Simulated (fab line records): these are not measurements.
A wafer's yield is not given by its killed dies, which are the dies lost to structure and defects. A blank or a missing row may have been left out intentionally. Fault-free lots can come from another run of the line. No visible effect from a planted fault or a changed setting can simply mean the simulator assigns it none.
Which tool was responsible? -- flow nand harc -- Sampling: 24 lots, 72 wafers, 6 of 1302 route steps

WHAT THE GAUGES SHOWED, per wafer
NHARC_P_CONTACT_CD_MEAS_19. Usual: cd nm reads 89.7 nm (standard deviation 1.2).
lot,measured,on,cd nm (nm),flag
L074,day 5 20:34,cd sem-02,92.0 91.2 90.5,
L075,day 6 12:02,cd sem-01,89.7 92.8 90.2,
L077,day 7 03:20,cd sem-01,91.3 92.0 91.9,
L076,day 7 06:06,cd sem-02,89.8 90.0 90.9,
L078,day 7 15:32,cd sem-03,91.0 89.6 90.0,
L079,day 8 04:26,cd sem-01,90.7 90.7 91.6,
L080,day 8 09:43,cd sem-03,88.8 89.7 88.6,
L081,day 8 14:19,cd sem-01,87.9 88.6 88.6,
L082,day 9 10:42,cd sem-02,89.5 88.7 89.6,
L083,day 9 11:46,cd sem-03,89.0 89.5 89.4,
L084,day 10 04:15,cd sem-02,89.1 89.2 89.2,
L085,day 10 18:01,cd sem-02,90.8 91.2 89.3,
L086,day 11 02:02,cd sem-01,87.7 90.1 90.4,
L087,day 12 01:55,cd sem-03,89.5 88.9 90.1,
L089,day 12 02:24,cd sem-03,87.7 89.1 87.7,
L088,day 12 02:47,cd sem-02,89.1 88.1 89.2,
L090,day 12 15:31,cd sem-03,89.3 90.3 87.9,
L091,day 13 02:02,cd sem-03,89.6 88.7 91.1,
L092,day 13 08:23,cd sem-03,89.3 90.0 88.8,
L094,day 13 23:43,cd sem-01,90.0 91.0 92.2,
L093,day 14 00:29,cd sem-02,88.5 88.1 90.0,
L095,day 14 12:02,cd sem-02,91.1 90.4 91.2,
L096,day 15 00:51,cd sem-03,91.4 89.9 90.2,
L097,day 15 14:33,cd sem-03,88.2 88.4 89.0,

NHARC_P_M1_CD_MEAS_09: target cd 130 nm. Usual: cd nm reads 130.0 nm (standard deviation 0.45).
lot,measured,on,cd nm (nm),flag
L074,day 6 03:47,cd sem-02,129.8 129.9 129.2,
L075,day 6 19:10,cd sem-03,130.7 130.2 130.6,
L077,day 7 10:59,cd sem-01,130.5 129.9 129.8,
L076,day 7 13:31,cd sem-01,130.2 130.4 130.4,
L078,day 7 22:43,cd sem-03,129.5 130.0 129.7,
L079,day 8 11:29,cd sem-02,130.1 130.4 130.0,
L080,day 8 16:56,cd sem-03,130.6 130.1 130.3,
L081,day 8 21:23,cd sem-03,129.7 130.3 129.9,
L082,day 9 17:43,cd sem-03,130.3 130.3 130.2,
L083,day 9 18:55,cd sem-01,129.7 129.7 130.2,
L084,day 10 11:29,cd sem-03,129.7 129.6 130.3,
L085,day 11 00:59,cd sem-03,130.3 130.1 130.2,
L086,day 11 09:07,cd sem-01,130.0 130.4 130.3,
L087,day 12 08:50,cd sem-03,129.5 130.0 130.1,
L089,day 12 09:43,cd sem-03,128.8 129.5 129.4,
L088,day 12 10:23,cd sem-03,129.8 130.3 129.3,
L090,day 12 23:37,cd sem-02,130.1 130.2 129.3,
L091,day 13 09:04,cd sem-02,129.3 130.1 130.0,
L092,day 13 15:26,cd sem-01,129.7 130.3 129.7,
L094,day 14 06:56,cd sem-03,130.3 129.8 129.5,
L093,day 14 07:41,cd sem-02,130.8 130.8 130.7,
L095,day 14 19:13,cd sem-03,130.0 130.7 130.7,
L096,day 15 07:55,cd sem-02,129.3 129.2 129.3,
L097,day 15 21:41,cd sem-03,129.9 130.1 129.8,

NHARC_P_BONDPAD_THK_MEAS_20: measures by xrf. Usual: thk nm reads 160.9 nm (standard deviation 1.4).
lot,measured,on,thk nm (nm),flag
L074,day 6 14:58,film metro-02,159.1 158.4 160.9,
L075,day 7 06:59,film metro-01,159.9 159.4 160.4,
L077,day 7 22:41,film metro-02,160.2 158.3 159.3,
L076,day 8 00:55,film metro-02,163.7 159.4 163.2,
L078,day 8 10:07,film metro-02,163.1 161.8 162.6,
L079,day 8 22:43,film metro-01,161.0 162.3 162.6,
L080,day 9 04:02,film metro-01,160.8 161.7 161.4,
L081,day 9 08:43,film metro-01,162.2 162.8 159.6,
L082,day 10 05:21,film metro-02,160.7 160.2 162.5,
L083,day 10 06:21,film metro-02,159.8 160.3 159.9,
L084,day 10 23:00,film metro-02,162.0 160.3 161.8,
L085,day 11 12:23,film metro-01,161.5 162.8 160.7,
L086,day 11 20:35,film metro-02,160.5 161.2 163.3,
L087,day 12 20:00,film metro-01,162.0 160.8 158.8,
L089,day 12 20:53,film metro-01,161.2 159.5 163.3,
L088,day 12 21:53,film metro-02,162.8 160.6 160.9,
L090,day 13 10:57,film metro-02,161.2 161.5 160.9,
L091,day 13 20:32,film metro-01,160.5 162.8 162.4,
L092,day 14 02:41,film metro-01,161.2 158.6 159.7,
L094,day 14 18:10,film metro-02,162.8 158.9 159.0,
L093,day 14 19:04,film metro-01,162.6 161.1 161.2,
L095,day 15 06:47,film metro-02,161.2 160.7 162.5,
L096,day 15 19:45,film metro-02,162.0 161.2 160.7,
L097,day 16 09:12,film metro-01,160.2 162.3 160.6,

EACH LOT AND THE TOOL THAT RAN IT (in order: tool; ch and the chambers of the sampled wafers; start)
lot,NHARC_P_M0_PRE_CLEAN_29,NHARC_P_BONDPAD_ETCH_12,NHARC_P_BONDPAD_DEGAS_25
L074,"pvd sputter-02, day 6 03:47 or earlier","rie diel-01 ch 1,3, day 6 13:34 or earlier","pvd sputter-01, day 6 13:34"
L075,"pvd sputter-01, day 6 19:10 or earlier","rie diel-01 ch 1,2,3, day 7 05:34 or earlier","pvd sputter-01, day 7 05:34"
L077,"pvd sputter-02, day 7 10:59 or earlier","rie diel-01 ch 0,3, day 7 21:17 or earlier","pvd sputter-03, day 7 21:17"
L076,"pvd sputter-01, day 7 13:31 or earlier","rie diel-01 ch 0,2, day 7 23:30 or earlier","pvd sputter-01, day 7 23:30"
L078,"pvd sputter-01, day 7 22:43 or earlier","rie diel-01 ch 1,2,3, day 8 08:37 or earlier","pvd sputter-01, day 8 08:37"
L079,"pvd sputter-02, day 8 11:29 or earlier","rie diel-07 ch 0,1, day 8 21:20 or earlier","pvd sputter-02, day 8 21:20"
L080,"pvd sputter-02, day 8 16:56 or earlier","rie diel-07 ch 0,1, day 9 02:39 or earlier","pvd sputter-02, day 9 02:39"
L081,"pvd sputter-03, day 8 21:23 or earlier","rie diel-02 ch 1,3, day 9 07:19 or earlier","pvd sputter-02, day 9 07:19"
L082,"pvd sputter-01, day 9 17:43 or earlier","rie diel-01 ch 0,1,2, day 10 03:55 or earlier","pvd sputter-01, day 10 03:55"
L083,"pvd sputter-02, day 9 18:55 or earlier","rie diel-07 ch 2,3, day 10 04:57 or earlier","pvd sputter-02, day 10 04:57"
L084,"pvd sputter-03, day 10 11:29 or earlier","rie diel-02 ch 2,3, day 10 21:35 or earlier","pvd sputter-02, day 10 21:35"
L085,"pvd sputter-03, day 11 00:59 or earlier","rie diel-07 ch 2,3, day 11 10:58 or earlier","pvd sputter-02, day 11 10:58"
L086,"pvd sputter-02, day 11 09:07 or earlier","rie diel-02 ch 1,2,3, day 11 19:11 or earlier","pvd sputter-03, day 11 19:11"
L087,"pvd sputter-01, day 12 08:50 or earlier","rie diel-01 ch 1,2, day 12 18:37 or earlier","pvd sputter-01, day 12 18:37"
L089,"pvd sputter-02, day 12 09:43 or earlier","rie diel-01 ch 0,1, day 12 19:31 or earlier","pvd sputter-02, day 12 19:31"
L088,"pvd sputter-02, day 12 10:23 or earlier","rie diel-01 ch 0,1, day 12 20:27 or earlier","pvd sputter-03, day 12 20:27"
L090,"pvd sputter-01, day 12 23:37 or earlier","rie diel-01 ch 0,2, day 13 09:34 or earlier","pvd sputter-01, day 13 09:34"
L091,"pvd sputter-01, day 13 09:04 or earlier","rie diel-02 ch 0,1,3, day 13 18:55 or earlier","pvd sputter-01, day 13 18:55"
L092,"pvd sputter-03, day 13 15:26 or earlier","rie diel-01 ch 0,1, day 14 01:16 or earlier","pvd sputter-03, day 14 01:16"
L094,"pvd sputter-02, day 14 06:56 or earlier","rie diel-02 ch 1,3, day 14 16:46 or earlier","pvd sputter-01, day 14 16:46"
L093,"pvd sputter-01, day 14 07:41 or earlier","rie diel-01 ch 0,1,3, day 14 17:39 or earlier","pvd sputter-02, day 14 17:39"
L095,"pvd sputter-03, day 14 19:13 or earlier","rie diel-02 ch 1,2,3, day 15 05:17 or earlier","pvd sputter-03, day 15 05:17"
L096,"pvd sputter-02, day 15 07:55 or earlier","rie diel-02 ch 2,3, day 15 18:20 or earlier","pvd sputter-02, day 15 18:20"
L097,"pvd sputter-01, day 15 21:41 or earlier","rie diel-07 ch 0,1, day 16 07:48 or earlier","pvd sputter-01, day 16 07:48"
- NHARC_P_M0_PRE_CLEAN_29: time 30 s.
- NHARC_P_BONDPAD_ETCH_12: etches the open film in CHF3/O2, target depth 200 nm, time 100 s.
- NHARC_P_BONDPAD_DEGAS_25: time 60 s.

AS READ BY THE TOOLS THEMSELVES (means over the sampled wafers that have a number; for cases with no such wafer, the mark the record gives instead)
NHARC_P_M0_PRE_CLEAN_29. Usual: heater power w reads 443 W (standard deviation 30).
lot,tool,heater power w (W),flag
L074,pvd sputter-02,412,
L075,pvd sputter-01,459,
L077,pvd sputter-02,414,
L076,pvd sputter-01,460,
L078,pvd sputter-01,437,
L079,pvd sputter-02,427,
L080,pvd sputter-02,456,
L081,pvd sputter-03,452,
L082,pvd sputter-01,463,
L083,pvd sputter-02,427,
L084,pvd sputter-03,459,
L085,pvd sputter-03,451,
L086,pvd sputter-02,454,
L087,pvd sputter-01,438,
L089,pvd sputter-02,465,
L088,pvd sputter-02,444,
L090,pvd sputter-01,433,
L091,pvd sputter-01,449,
L092,pvd sputter-03,451,
L094,pvd sputter-02,416,
L093,pvd sputter-01,410,
L095,pvd sputter-03,455,
L096,pvd sputter-02,445,
L097,pvd sputter-01,454,

NHARC_P_BONDPAD_ETCH_12. Usual: drypump motor current A 5.7 A, standard deviation 0.47; o2 flow sccm 10.000 sccm, standard deviation 0.03; oes product au 0.945 a.u., standard deviation 0.025; rf vpp V 370.2 V, standard deviation 1.9; showerhead plenum p Torr 2.38 Torr, standard deviation 0.08; throttle valve pct 20.573 %, standard deviation 0.0086.
lot,tool,drypump motor current A (A),o2 flow sccm (sccm),oes product au (a.u.),rf vpp V (V),showerhead plenum p Torr (Torr),throttle valve pct (%),flag
L074,rie diel-01,6.3,10.009,0.979,370.9,2.41,20.579,
L075,rie diel-01,5.8,9.994,0.971,370.3,2.39,20.577,
L077,rie diel-01,5.8,10.014,0.925,370.0,2.34,20.564,
L076,rie diel-01,5.3,10.034,0.923,368.0,2.31,20.572,
L078,rie diel-01,5.8,9.971,0.962,369.8,2.39,20.569,
L079,rie diel-07,6.3,9.984,0.922,368.2,2.30,20.567,
L080,rie diel-07,6.2,10.013,0.915,368.9,2.30,20.570,
L081,rie diel-02,5.6,9.971,0.943,370.8,2.43,20.576,
L082,rie diel-01,5.5,9.986,0.970,369.4,2.37,20.572,
L083,rie diel-07,5.3,9.977,0.927,371.6,2.45,20.580,
L084,rie diel-02,5.4,10.001,0.964,369.5,2.38,20.569,
L085,rie diel-07,5.5,9.992,0.923,371.8,2.47,20.574,
L086,rie diel-02,5.4,10.002,0.919,372.0,2.43,20.579,
L087,rie diel-01,5.4,10.010,0.963,369.5,2.36,20.566,
L089,rie diel-01,5.7,10.008,0.977,371.0,2.42,20.572,
L088,rie diel-01,5.7,10.001,0.990,371.4,2.42,20.570,
L090,rie diel-01,5.3,9.997,0.969,368.0,2.31,20.571,
L091,rie diel-02,5.7,10.023,0.929,370.5,2.42,20.570,
L092,rie diel-01,5.6,9.997,0.923,369.8,2.37,20.582,
L094,rie diel-02,5.6,10.039,0.932,371.0,2.42,20.580,
L093,rie diel-01,5.9,9.968,0.962,369.8,2.39,20.575,
L095,rie diel-02,5.4,9.986,0.966,371.2,2.43,20.565,
L096,rie diel-02,5.7,10.009,0.921,370.1,2.36,20.577,
L097,rie diel-07,6.2,10.026,0.916,369.7,2.32,20.578,

NHARC_P_BONDPAD_DEGAS_25. Usual: heater power w reads 505 W (standard deviation 36).
lot,tool,heater power w (W),flag
L074,pvd sputter-01,493,
L075,pvd sputter-01,517,
L077,pvd sputter-03,519,
L076,pvd sputter-01,462,
L078,pvd sputter-01,511,
L079,pvd sputter-02,523,
L080,pvd sputter-02,494,
L081,pvd sputter-02,482,
L082,pvd sputter-01,511,
L083,pvd sputter-02,523,
L084,pvd sputter-02,507,
L085,pvd sputter-02,504,
L086,pvd sputter-03,510,
L087,pvd sputter-01,476,
L089,pvd sputter-02,524,
L088,pvd sputter-03,506,
L090,pvd sputter-01,490,
L091,pvd sputter-01,484,
L092,pvd sputter-03,515,
L094,pvd sputter-01,488,
L093,pvd sputter-02,489,
L095,pvd sputter-03,512,
L096,pvd sputter-02,485,
L097,pvd sputter-01,533,

THE ANSWER, worked out from the rows above alone
Rule: a lot is off if the mean of its wafers that have a number lies more than 3 standard deviations from the usual mean. Also off: a lot with no number at a reading for which 4 or more lots have one. Where the step has rows for the other lots, those lots are counted as sound. After the gauges, taken in route order, come the tools' own readings; for these a lot's mean is taken, as printed above. At the first step where some lot is off, the reading lying furthest off is the one used; lots without a number count as furthest.
No lot is off on any of the readings shown, so nothing can be concluded from this.

WHAT THE SIMULATOR HAD INSERTED
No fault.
